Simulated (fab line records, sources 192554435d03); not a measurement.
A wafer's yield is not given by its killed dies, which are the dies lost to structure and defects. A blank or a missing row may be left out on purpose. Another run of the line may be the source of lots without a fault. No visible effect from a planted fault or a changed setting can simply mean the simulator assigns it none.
fab line records / flow n5Finfet
record lots=7 wafers=21 lastDay=17
route steps=1938 shown WELL_APT@52 PMOS_HMC_CHANNEL_EPI@57
lots with no fault: from the same line, run without faults
startH: hours from the record's first day to the start of the lot's first wafer shown / waitH: hours since the lot's step before / " as in the row above / L1.1+2: several wafers, shown together as one row / - either no value or no given start / * or withheld: withheld / < > ~ a bound
route shown NAME@n: names a module that has steps shown in the file, with the first one's number in the route / usual: mean/standard deviation of fault-free wafers / same: alike in all rows / chamber/n: place in a boat / sites: each site's reading / _std_site: their standard deviation / _edge_site: inner sites' mean taken away from outer sites' mean / radiusMm: for every site, how far away it sits from the centre of the wafer / mask NAME#n: copy n / behind: tool/chamber where the wafer was last shaped / hold: why the lot went on hold/how many hours it stayed there/how the hold came to an end / device: names the non-switching transistor (n, p or np) / end of line: the tests these same wafers got at the end of their route / a step with no rows: only its recipe / killed: dies that structure and defects cost at the first sort, which is not the same as the wafer's yield / map: a wafer's dies, marking killed ones x, the rest . and places with no die _
set.NAME: the setting as run; set.NAME@STEP: as run at that earlier step / model.NAME: the simulator's own value behind a step, which no gauge read
a table for each step, a row for each wafer; lots at some steps of the route
services: a tool's chamber out of use, with start hour (startH, from the record's first day; less than 0 if before it), hours out, and reason
## steps
# step N5_WELL_APT_PRECLEAN_36
# recipe chemistry=O3/DIW timeS=45 tempC=22 o3Ppm=10
# step N5_WELL_APT_PRECLEAN_39
# recipe chemistry=dHF timeS=60 dilution=150:1 tempC=25
# step N5_WELL_APT_SRD_37
# recipe dry=ipaMarangoni doPpb=5 timeS=30 tempC=23 rinseLiquid=diw
# step N5_WELL_APT_EPI_41
# recipe material=Si targetThkA=500 tempC=650 precursor=SiH4/H2 pressureTorr=20 timeS=297.7
# usual susceptorTempC=650.0/0.31 throttleValvePct=11.28/0.27
lot.wafer=L444.1 tool=epiRpcvd-02 chamber=0 startH=34.69 waitH=0.0 susceptorTempC=649.9 throttleValvePct=10.89
lot.wafer=L444.2 tool=epiRpcvd-02 chamber=0 startH=34.69 waitH=0.0 susceptorTempC=649.6 throttleValvePct=10.87
lot.wafer=L444.5 tool=epiRpcvd-02 chamber=0 startH=34.69 waitH=0.0 susceptorTempC=649.7 throttleValvePct=10.86
lot.wafer=L446.2 tool=epiRpcvd-01 chamber=0 startH=46.21 waitH=0.1 susceptorTempC=650.0 throttleValvePct=11.30
lot.wafer=L446.3 tool=epiRpcvd-01 chamber=0 startH=46.21 waitH=0.1 susceptorTempC=650.0 throttleValvePct=11.33
lot.wafer=L446.4 tool=epiRpcvd-01 chamber=0 startH=46.21 waitH=0.1 susceptorTempC=649.9 throttleValvePct=11.46
lot.wafer=L453.1 tool=epiRpcvd-02 chamber=0 startH=87.95 waitH=0.0 susceptorTempC=649.9 throttleValvePct=10.96
lot.wafer=L453.4 tool=epiRpcvd-02 chamber=0 startH=87.95 waitH=0.0 susceptorTempC=649.3 throttleValvePct=10.95
lot.wafer=L453.6 tool=epiRpcvd-02 chamber=0 startH=87.95 waitH=0.0 susceptorTempC=649.9 throttleValvePct=10.78
lot.wafer=L454.1 tool=epiRpcvd-01 chamber=0 startH=93.91 waitH=0.0 susceptorTempC=649.5 throttleValvePct=11.34
lot.wafer=L454.4 tool=epiRpcvd-01 chamber=0 startH=93.91 waitH=0.0 susceptorTempC=649.6 throttleValvePct=11.26
lot.wafer=L454.5 tool=epiRpcvd-01 chamber=0 startH=93.91 waitH=0.0 susceptorTempC=649.9 throttleValvePct=11.30
lot.wafer=L455.2 tool=epiRpcvd-04 chamber=0 startH=100.20 waitH=0.1 susceptorTempC=650.6 throttleValvePct=11.35
lot.wafer=L455.5 tool=epiRpcvd-04 chamber=0 startH=100.20 waitH=0.1 susceptorTempC=649.9 throttleValvePct=11.33
lot.wafer=L455.6 tool=epiRpcvd-04 chamber=0 startH=100.20 waitH=0.1 susceptorTempC=650.4 throttleValvePct=11.43
lot.wafer=L463.1 tool=epiRpcvd-04 chamber=0 startH=148.20 waitH=0.0 susceptorTempC=650.4 throttleValvePct=11.42
lot.wafer=L463.3 tool=epiRpcvd-04 chamber=0 startH=148.20 waitH=0.0 susceptorTempC=650.3 throttleValvePct=11.38
lot.wafer=L463.6 tool=epiRpcvd-04 chamber=0 startH=148.20 waitH=0.0 susceptorTempC=649.7 throttleValvePct=11.50
lot.wafer=L464.3 tool=epiRpcvd-01 chamber=0 startH=155.36 waitH=0.3 susceptorTempC=649.2 throttleValvePct=11.62
lot.wafer=L464.4 tool=epiRpcvd-01 chamber=0 startH=155.36 waitH=0.3 susceptorTempC=649.4 throttleValvePct=11.25
lot.wafer=L464.6 tool=epiRpcvd-01 chamber=0 startH=155.36 waitH=0.3 susceptorTempC=649.6 throttleValvePct=11.40
# step N5_WELL_APT_INSPECT_38
# recipe inspectInstrument=darkfield mode=postEpi
# usual rawDefectCount=14/5.3
lot.wafer=L444.1 tool=defectInspect-02 chamber=- startH=35.53 waitH=0.7 rawDefectCount=16
lot.wafer=L444.2 tool=defectInspect-02 chamber=- startH=35.53 waitH=0.7 rawDefectCount=34
lot.wafer=L444.5 tool=defectInspect-02 chamber=- startH=35.53 waitH=0.7 rawDefectCount=20
lot.wafer=L446.2 tool=defectInspect-02 chamber=- startH=46.75 waitH=0.4 rawDefectCount=12
lot.wafer=L446.3 tool=defectInspect-02 chamber=- startH=46.75 waitH=0.4 rawDefectCount=5
lot.wafer=L446.4 tool=defectInspect-02 chamber=- startH=46.75 waitH=0.4 rawDefectCount=10
lot.wafer=L453.1 tool=defectInspect-02 chamber=- startH=88.58 waitH=0.5 rawDefectCount=16
lot.wafer=L453.4 tool=defectInspect-02 chamber=- startH=88.58 waitH=0.5 rawDefectCount=11
lot.wafer=L453.6 tool=defectInspect-02 chamber=- startH=88.58 waitH=0.5 rawDefectCount=17
lot.wafer=L454.1 tool=defectInspect-02 chamber=- startH=94.54 waitH=0.5 rawDefectCount=25
lot.wafer=L454.4 tool=defectInspect-02 chamber=- startH=94.54 waitH=0.5 rawDefectCount=9
lot.wafer=L454.5 tool=defectInspect-02 chamber=- startH=94.54 waitH=0.5 rawDefectCount=10
lot.wafer=L455.2 tool=defectInspect-01 chamber=- startH=100.76 waitH=0.5 rawDefectCount=23
lot.wafer=L455.5 tool=defectInspect-01 chamber=- startH=100.76 waitH=0.5 rawDefectCount=19
lot.wafer=L455.6 tool=defectInspect-01 chamber=- startH=100.76 waitH=0.5 rawDefectCount=18
lot.wafer=L463.1 tool=defectInspect-01 chamber=- startH=148.84 waitH=0.5 rawDefectCount=24
lot.wafer=L463.3 tool=defectInspect-01 chamber=- startH=148.84 waitH=0.5 rawDefectCount=13
lot.wafer=L463.6 tool=defectInspect-01 chamber=- startH=148.84 waitH=0.5 rawDefectCount=15
lot.wafer=L464.3 tool=defectInspect-01 chamber=- startH=155.93 waitH=0.4 rawDefectCount=14
lot.wafer=L464.4 tool=defectInspect-01 chamber=- startH=155.93 waitH=0.4 rawDefectCount=22
lot.wafer=L464.6 tool=defectInspect-01 chamber=- startH=155.93 waitH=0.4 rawDefectCount=17
# step N5_PMOS_HMC_CHANNEL_EPI_HM_DEP_34
# recipe material=SiO2 targetThkA=360 tempC=400 precursor=TEOS/O2 pressureTorr=6.5 rfW=900 teosFlowSccm=161.4 gas=O2 flowSccm=2650 timeS=6.9
# usual heaterPowerW=587/77 showerheadPlenumPTorr=8.35/0.035 susceptorTempC=399.97/0.22 throttleValvePct=18.4/0.62
lot.wafer=L444.1 tool=pecvd-01 chamber=0 startH=35.57 waitH=0.0 heaterPowerW=668 showerheadPlenumPTorr=8.37 susceptorTempC=399.78 throttleValvePct=18.3
lot.wafer=L444.2 tool=pecvd-01 chamber=2 startH=35.57 waitH=0.0 heaterPowerW=574 showerheadPlenumPTorr=8.37 susceptorTempC=399.97 throttleValvePct=18.3
lot.wafer=L444.5 tool=pecvd-01 chamber=1 startH=35.57 waitH=0.0 heaterPowerW=591 showerheadPlenumPTorr=8.32 susceptorTempC=399.76 throttleValvePct=18.7
lot.wafer=L446.2 tool=pecvd-02 chamber=1 startH=46.79 waitH=0.0 heaterPowerW=590 showerheadPlenumPTorr=8.34 susceptorTempC=400.14 throttleValvePct=18.2
lot.wafer=L446.3 tool=pecvd-02 chamber=0 startH=46.79 waitH=0.0 heaterPowerW=692 showerheadPlenumPTorr=8.39 susceptorTempC=400.20 throttleValvePct=18.0
lot.wafer=L446.4 tool=pecvd-02 chamber=0 startH=46.79 waitH=0.0 heaterPowerW=687 showerheadPlenumPTorr=8.38 susceptorTempC=399.86 throttleValvePct=18.2
lot.wafer=L453.1 tool=pecvd-03 chamber=0 startH=88.62 waitH=0.0 heaterPowerW=444 showerheadPlenumPTorr=8.31 susceptorTempC=399.72 throttleValvePct=19.3
lot.wafer=L453.4 tool=pecvd-03 chamber=1 startH=88.62 waitH=0.0 heaterPowerW=562 showerheadPlenumPTorr=8.37 susceptorTempC=400.00 throttleValvePct=18.7
lot.wafer=L453.6 tool=pecvd-03 chamber=0 startH=88.62 waitH=0.0 heaterPowerW=451 showerheadPlenumPTorr=8.31 susceptorTempC=399.99 throttleValvePct=19.3
lot.wafer=L454.1 tool=pecvd-02 chamber=2 startH=94.58 waitH=0.0 heaterPowerW=669 showerheadPlenumPTorr=8.39 susceptorTempC=399.97 throttleValvePct=18.9
lot.wafer=L454.4 tool=pecvd-02 chamber=2 startH=94.58 waitH=0.0 heaterPowerW=696 showerheadPlenumPTorr=8.37 susceptorTempC=399.99 throttleValvePct=18.8
lot.wafer=L454.5 tool=pecvd-02 chamber=1 startH=94.58 waitH=0.0 heaterPowerW=564 showerheadPlenumPTorr=8.32 susceptorTempC=399.83 throttleValvePct=18.3
lot.wafer=L455.2 tool=pecvd-01 chamber=1 startH=100.79 waitH=0.0 heaterPowerW=704 showerheadPlenumPTorr=8.32 susceptorTempC=399.83 throttleValvePct=18.6
lot.wafer=L455.5 tool=pecvd-01 chamber=1 startH=100.79 waitH=0.0 heaterPowerW=728 showerheadPlenumPTorr=8.34 susceptorTempC=399.81 throttleValvePct=18.8
lot.wafer=L455.6 tool=pecvd-01 chamber=2 startH=100.79 waitH=0.0 heaterPowerW=615 showerheadPlenumPTorr=8.33 susceptorTempC=399.86 throttleValvePct=16.9
lot.wafer=L463.1 tool=pecvd-03 chamber=0 startH=148.87 waitH=0.0 heaterPowerW=486 showerheadPlenumPTorr=8.28 susceptorTempC=400.00 throttleValvePct=19.5
lot.wafer=L463.3 tool=pecvd-03 chamber=1 startH=148.87 waitH=0.0 heaterPowerW=486 showerheadPlenumPTorr=8.36 susceptorTempC=399.93 throttleValvePct=18.7
lot.wafer=L463.6 tool=pecvd-03 chamber=0 startH=148.87 waitH=0.0 heaterPowerW=501 showerheadPlenumPTorr=8.32 susceptorTempC=400.02 throttleValvePct=19.5
lot.wafer=L464.3 tool=pecvd-03 chamber=0 startH=155.97 waitH=0.0 heaterPowerW=506 showerheadPlenumPTorr=8.30 susceptorTempC=400.38 throttleValvePct=19.5
lot.wafer=L464.4 tool=pecvd-03 chamber=2 startH=155.97 waitH=0.0 heaterPowerW=633 showerheadPlenumPTorr=8.41 susceptorTempC=399.83 throttleValvePct=18.3
lot.wafer=L464.6 tool=pecvd-03 chamber=1 startH=155.97 waitH=0.0 heaterPowerW=555 showerheadPlenumPTorr=8.37 susceptorTempC=400.30 throttleValvePct=18.8
# step N5_PMOS_HMC_CHANNEL_EPI_COAT_31
# recipe resist=BARC tempC=205 timeS=60 spinRpm=1500 resistThkNm=66
# step N5_PMOS_HMC_CHANNEL_EPI_COAT_03
# recipe resist=CAR-ArF-block spinRpm=1500 resistThkNm=205
# step N5_PMOS_HMC_CHANNEL_EPI_EBR_05
# recipe solvent=PGMEA ebrWidthMm=1.5
# step N5_PMOS_HMC_CHANNEL_EPI_SOFTBAKE_04
# recipe tempC=110 timeS=60 resist=CAR-ArF-block
# step N5_PMOS_HMC_CHANNEL_EPI_EXPOSE_06
# recipe maskId=PMOS_HMC_BLK na=1.35 sourceShape=conventional sigmaOuter=0.8 polarization=unpolarized targetCdNm=240 doseMj=41
# step N5_PMOS_HMC_CHANNEL_EPI_PEB_07
# recipe pebTempC=110 pebTimeS=60 resist=CAR-ArF-block
# step N5_PMOS_HMC_CHANNEL_EPI_DEVELOP_08
# recipe developTimeS=30 developer=TMAH resist=CAR-ArF-block devTempC=23 rinseLiquid=diw dry=airSpin
# usual chillPlateTempC=23.00/0.094 developTimeS=30/0
lot.wafer=L444.1 tool=lithoTrack-05 chamber=0 startH=35.79 waitH=- chillPlateTempC=23.12 developTimeS=30 model.CAR-ArF-block_of_PMOS_HMC_CHANNEL_EPI_COAT_03.thkNm=202.8
lot.wafer=L444.2 tool=lithoTrack-05 chamber=0 startH=35.79 waitH=- chillPlateTempC=22.86 developTimeS=30 model.CAR-ArF-block_of_PMOS_HMC_CHANNEL_EPI_COAT_03.thkNm=203.4
lot.wafer=L444.5 tool=lithoTrack-05 chamber=0 startH=35.79 waitH=- chillPlateTempC=22.99 developTimeS=30 model.CAR-ArF-block_of_PMOS_HMC_CHANNEL_EPI_COAT_03.thkNm=203.4
lot.wafer=L446.2 tool=lithoTrack-05 chamber=0 startH=47.13 waitH=- chillPlateTempC=23.12 developTimeS=30 model.CAR-ArF-block_of_PMOS_HMC_CHANNEL_EPI_COAT_03.thkNm=202.5
lot.wafer=L446.3 tool=lithoTrack-05 chamber=0 startH=47.13 waitH=- chillPlateTempC=23.03 developTimeS=30 model.CAR-ArF-block_of_PMOS_HMC_CHANNEL_EPI_COAT_03.thkNm=202.4
lot.wafer=L446.4 tool=lithoTrack-05 chamber=0 startH=47.13 waitH=- chillPlateTempC=23.11 developTimeS=30 model.CAR-ArF-block_of_PMOS_HMC_CHANNEL_EPI_COAT_03.thkNm=202
lot.wafer=L453.1 tool=lithoTrack-05 chamber=- startH=88.97 waitH=- chillPlateTempC=- developTimeS=- model.CAR-ArF-block_of_PMOS_HMC_CHANNEL_EPI_COAT_03.thkNm=205
lot.wafer=L453.4 tool=lithoTrack-05 chamber=- startH=88.97 waitH=- chillPlateTempC=- developTimeS=- model.CAR-ArF-block_of_PMOS_HMC_CHANNEL_EPI_COAT_03.thkNm=205.5
lot.wafer=L453.6 tool=lithoTrack-05 chamber=- startH=88.97 waitH=- chillPlateTempC=- developTimeS=- model.CAR-ArF-block_of_PMOS_HMC_CHANNEL_EPI_COAT_03.thkNm=204.8
lot.wafer=L454.1 tool=lithoTrack-03 chamber=- startH=94.80 waitH=- chillPlateTempC=- developTimeS=- model.CAR-ArF-block_of_PMOS_HMC_CHANNEL_EPI_COAT_03.thkNm=205.1
lot.wafer=L454.4 tool=lithoTrack-03 chamber=- startH=94.80 waitH=- chillPlateTempC=- developTimeS=- model.CAR-ArF-block_of_PMOS_HMC_CHANNEL_EPI_COAT_03.thkNm=205.2
lot.wafer=L454.5 tool=lithoTrack-03 chamber=- startH=94.80 waitH=- chillPlateTempC=- developTimeS=- model.CAR-ArF-block_of_PMOS_HMC_CHANNEL_EPI_COAT_03.thkNm=204.5
lot.wafer=L455.2 tool=lithoTrack-01 chamber=- startH=101.15 waitH=- chillPlateTempC=- developTimeS=- model.CAR-ArF-block_of_PMOS_HMC_CHANNEL_EPI_COAT_03.thkNm=205
lot.wafer=L455.5 tool=lithoTrack-01 chamber=- startH=101.15 waitH=- chillPlateTempC=- developTimeS=- model.CAR-ArF-block_of_PMOS_HMC_CHANNEL_EPI_COAT_03.thkNm=205.2
lot.wafer=L455.6 tool=lithoTrack-01 chamber=- startH=101.15 waitH=- chillPlateTempC=- developTimeS=- model.CAR-ArF-block_of_PMOS_HMC_CHANNEL_EPI_COAT_03.thkNm=205.2
lot.wafer=L463.1 tool=lithoTrack-01 chamber=0 startH=150.15 waitH=- chillPlateTempC=22.99 developTimeS=30 model.CAR-ArF-block_of_PMOS_HMC_CHANNEL_EPI_COAT_03.thkNm=203.6
lot.wafer=L463.3 tool=lithoTrack-01 chamber=0 startH=150.15 waitH=- chillPlateTempC=23.00 developTimeS=30 model.CAR-ArF-block_of_PMOS_HMC_CHANNEL_EPI_COAT_03.thkNm=202.8
lot.wafer=L463.6 tool=lithoTrack-01 chamber=0 startH=150.15 waitH=- chillPlateTempC=22.93 developTimeS=30 model.CAR-ArF-block_of_PMOS_HMC_CHANNEL_EPI_COAT_03.thkNm=203.3
lot.wafer=L464.3 tool=lithoTrack-03 chamber=0 startH=156.32 waitH=- chillPlateTempC=22.95 developTimeS=30 model.CAR-ArF-block_of_PMOS_HMC_CHANNEL_EPI_COAT_03.thkNm=202.2
lot.wafer=L464.4 tool=lithoTrack-03 chamber=0 startH=156.32 waitH=- chillPlateTempC=23.05 developTimeS=30 model.CAR-ArF-block_of_PMOS_HMC_CHANNEL_EPI_COAT_03.thkNm=202.4
lot.wafer=L464.6 tool=lithoTrack-03 chamber=0 startH=156.32 waitH=- chillPlateTempC=22.95 developTimeS=30 model.CAR-ArF-block_of_PMOS_HMC_CHANNEL_EPI_COAT_03.thkNm=202.2
# step N5_PMOS_HMC_CHANNEL_EPI_CD_MEAS_09
# recipe targetCdNm=237.4 landingEnergyEv=500 detector=seInlens
# usual cdNm=237.7/0.99
lot.wafer=L444.1 tool=cdSem-03 chamber=0 startH=35.84 waitH=- cdNm=238.1
lot.wafer=L444.2 tool=cdSem-03 chamber=0 startH=35.84 waitH=- cdNm=238.8
lot.wafer=L444.5 tool=cdSem-03 chamber=0 startH=35.84 waitH=- cdNm=237.4
lot.wafer=L446.2 tool=cdSem-01 chamber=0 startH=47.19 waitH=- cdNm=236.7
lot.wafer=L446.3 tool=cdSem-01 chamber=0 startH=47.19 waitH=- cdNm=239.0
lot.wafer=L446.4 tool=cdSem-01 chamber=0 startH=47.19 waitH=- cdNm=239.0
lot.wafer=L453.1 tool=cdSem-02 chamber=0 startH=89.03 waitH=- cdNm=-
lot.wafer=L453.4 tool=cdSem-02 chamber=0 startH=89.03 waitH=- cdNm=-
lot.wafer=L453.6 tool=cdSem-02 chamber=0 startH=89.03 waitH=- cdNm=-
lot.wafer=L454.1 tool=cdSem-02 chamber=0 startH=94.86 waitH=- cdNm=-
lot.wafer=L454.4 tool=cdSem-02 chamber=0 startH=94.86 waitH=- cdNm=-
lot.wafer=L454.5 tool=cdSem-02 chamber=0 startH=94.86 waitH=- cdNm=-
lot.wafer=L455.2 tool=cdSem-01 chamber=0 startH=101.21 waitH=- cdNm=-
lot.wafer=L455.5 tool=cdSem-01 chamber=0 startH=101.21 waitH=- cdNm=-
lot.wafer=L455.6 tool=cdSem-01 chamber=0 startH=101.21 waitH=- cdNm=-
lot.wafer=L463.1 tool=cdSem-02 chamber=0 startH=150.21 waitH=- cdNm=239.3
lot.wafer=L463.3 tool=cdSem-02 chamber=0 startH=150.21 waitH=- cdNm=239.1
lot.wafer=L463.6 tool=cdSem-02 chamber=0 startH=150.21 waitH=- cdNm=238.5
lot.wafer=L464.3 tool=cdSem-02 chamber=0 startH=156.38 waitH=- cdNm=237.4
lot.wafer=L464.4 tool=cdSem-02 chamber=0 startH=156.38 waitH=- cdNm=237.3
lot.wafer=L464.6 tool=cdSem-02 chamber=0 startH=156.38 waitH=- cdNm=237.9
## services
tool=pecvd-03 chamber=- startH=15.05 hours=0.3 kind=repair
tool=pecvd-02 chamber=1 startH=19.94 hours=2.1 kind=scheduledDown
tool=pecvd-02 chamber=1 startH=28.69 hours=6.9 kind=repair
tool=epiRpcvd-04 chamber=- startH=35.30 hours=4.4 kind=repair
tool=pecvd-01 chamber=2 startH=43.46 hours=5.5 kind=scheduledDown
tool=pecvd-03 chamber=- startH=43.62 hours=0.8 kind=repair
tool=pecvd-03 chamber=1 startH=59.68 hours=5.5 kind=scheduledDown
tool=epiRpcvd-02 chamber=- startH=69.97 hours=0.5 kind=pm
tool=pecvd-03 chamber=0 startH=77.22 hours=2.1 kind=scheduledDown
tool=pecvd-01 chamber=0 startH=78.76 hours=31.7 kind=repair
tool=pecvd-01 chamber=- startH=130.28 hours=0.3 kind=repair
tool=epiRpcvd-01 chamber=- startH=142.96 hours=2.8 kind=pm
tool=pecvd-02 chamber=0 startH=152.39 hours=2.1 kind=scheduledDown
tool=epiRpcvd-04 chamber=- startH=152.48 hours=27.2 kind=pm
tool=lithoTrack-03 chamber=- startH=154.05 hours=- kind=consumableReplace:filter
## key
firstSign step=N5_PMOS_HMC_CHANNEL_EPI_DEVELOP_08 reading=toolRecord direction=missing
effect none on later readings
modelEffect step=N5_PMOS_HMC_CHANNEL_EPI_DEVELOP_08 value=CAR-ArF-block_of_PMOS_HMC_CHANNEL_EPI_COAT_03.thkNm without=203.4 struck=205.1
metAt N5_PMOS_HMC_CHANNEL_EPI_DEVELOP_08
struckWafers L453.1,L453.4,L453.6,L454.1,L454.4,L454.5,L455.2,L455.5,L455.6
laterRowsLeftOut L453.1,L453.4,L453.6,L454.1,L454.4,L454.5,L455.2,L455.5,L455.6
sortLeftOut L453.1,L453.4,L453.6,L454.1,L454.4,L454.5,L455.2,L455.5,L455.6
testerLeftOut L453,L454,L455
onsetBetween 47.13 88.97
fault kind=skippedStepWhole tool=lithoTrack-01,lithoTrack-03,lithoTrack-05 chamber=- onsetH=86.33 steps=N5_PMOS_HMC_CHANNEL_EPI_DEVELOP_08 scope=struckLotsOnly
# testerLeftOut: of these lots the tester's yield and bins aren't shown, on N5 and GAA mostly nor the transistor test; their killed dies are dies lost to structure and defects alone, not to doping, threshold or leakage, so they don't give the yield
# sortLeftOut: the simulated sort isn't trusted on such a fault, so these wafers' sort isn't shown, and their yield isn't known
# laterRowsLeftOut: the simulator's readings of these wafers behind a module that went badly wrong aren't trusted and aren't shown, but for the sort
